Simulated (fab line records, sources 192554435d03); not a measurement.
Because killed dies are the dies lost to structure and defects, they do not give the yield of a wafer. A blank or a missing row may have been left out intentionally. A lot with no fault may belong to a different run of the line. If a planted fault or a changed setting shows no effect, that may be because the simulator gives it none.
Chamber matching	flow n5 finfet	4 sister chambers for N5_BEOL_M3_ETCH_77 on rie diel-02
The step etches underlayer in N2/H2, target depth 6.5 nm, time 5.2 s. 4 wafers are shown with their chamber, then 12 later ones without.

== WAFERS WITH THEIR CHAMBER ==
wafer	chamber	drypump motor current A (A)
L087.4	1	5.7
L089.2	2	6.5
L089.4	3	5.4
L089.6	0	5.4

== WAFERS MISSING THEIR CHAMBER ==
wafer	drypump motor current A (A)
L090.3	5.7
L090.5	5.4
L090.6	6.5
L093.2	5.4
L093.4	5.7
L093.5	6.4
L096.1	6.5
L096.2	5.7
L096.3	5.4
L097.1	5.7
L097.2	6.5
L097.6	6.4

== EACH ONE'S CHAMBER ==
wafer	from the rows above	in truth
L090.3	1	1
L090.5	can't be placed: 0 or 3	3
L090.6	2	2
L093.2	can't be placed: 0 or 3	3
L093.4	1	1
L093.5	2	2
L096.1	2	2
L096.2	1	1
L096.3	can't be placed: 0 or 3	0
L097.1	1	1
L097.2	2	2
L097.6	2	2
Placed correctly: 9 of 12. Not placeable from these rows: 3 (in 3, the candidates include the true chamber). Number placed wrongly: 0.
How it was worked out, from the rows above alone: a wafer's distance from a chamber is the root of the sum, over the readings, of the square of ((its reading less the chamber's mean) divided by the reading's scatter). The wafer belongs to the nearest chamber; if the next one is less than 2 further off, it can't be placed. A chamber's mean is the mean of its shown wafers. The scatter (one wafer shown for each chamber): square how far every hidden wafer sits from the nearest shown wafer, average those squares and take the square root.
